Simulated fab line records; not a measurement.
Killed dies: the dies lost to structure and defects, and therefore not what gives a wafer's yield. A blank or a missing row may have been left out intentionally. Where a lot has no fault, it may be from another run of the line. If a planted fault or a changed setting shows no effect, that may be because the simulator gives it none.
Matching of chambers + flow nand_harc + cmp-04 running NHARC_A_DECK1_JOINT_CMP_13: 4 sister chambers
The step polishes, target thk 51.023 nm. 7 wafers are shown with their chamber, then 8 later ones without.

## WAFERS PAIRED WITH THEIR CHAMBERS
| wafer  | chamber | motor_current_A (A) | time_to_endpoint_s (s) |
|--------|---------|---------------------|------------------------|
| L085.1 | 1       | 13.0                | 10.4                   |
| L085.2 | 0       | 10.2                | 3.5                    |
| L085.4 | 3       | 14.5                | 3.7                    |
| L087.1 | 0       | 10.9                | 8.8                    |
| L087.4 | 2       | 12.8                | 7.3                    |
| L087.6 | 2       | 13.1                | 10.2                   |
| L091.1 | 1       | 13.7                | 11.7                   |

## WAFERS WITHOUT THEIR CHAMBER
| wafer  | motor_current_A (A) | time_to_endpoint_s (s) |
|--------|---------------------|------------------------|
| L091.2 | 10.1                | 4.8                    |
| L091.3 | 13.0                | 7.8                    |
| L092.4 | 13.3                | 11.8                   |
| L092.5 | 15.2                | 10.2                   |
| L092.6 | 9.4                 | 9.5                    |
| L094.1 | 12.6                | 14.0                   |
| L094.3 | 13.5                | 8.9                    |
| L094.4 | 10.1                | 8.8                    |

## WHICH CHAMBER EACH WENT THROUGH
| wafer  | from the rows above     | in truth |
|--------|-------------------------|----------|
| L091.2 | 0                       | 0        |
| L091.3 | can't be placed: 2 or 1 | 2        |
| L092.4 | can't be placed: 1 or 2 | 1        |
| L092.5 | can't be placed: 3 or 1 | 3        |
| L092.6 | 0                       | 0        |
| L094.1 | can't be placed: 1 or 2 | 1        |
| L094.3 | can't be placed: 1 or 2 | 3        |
| L094.4 | 0                       | 0        |
Correctly placed: 3 of 8. Can't be placed from these rows: 5 (the true chamber is among the candidates in 4). Wrongly placed: 0.
How it was worked out, from the rows above alone: a wafer's distance from a chamber is the root of the sum, over the readings, of the square of ((its reading less the chamber's mean) divided by the reading's scatter). The wafer belongs to the nearest chamber; if the next one is less than 2 further off, it can't be placed. For every chamber, the mean is computed from those of its wafers that are shown. The scatter: take each reading less its chamber's mean, square it, sum over the shown wafers, divide by the number of wafers less the number of chambers, and take the root.
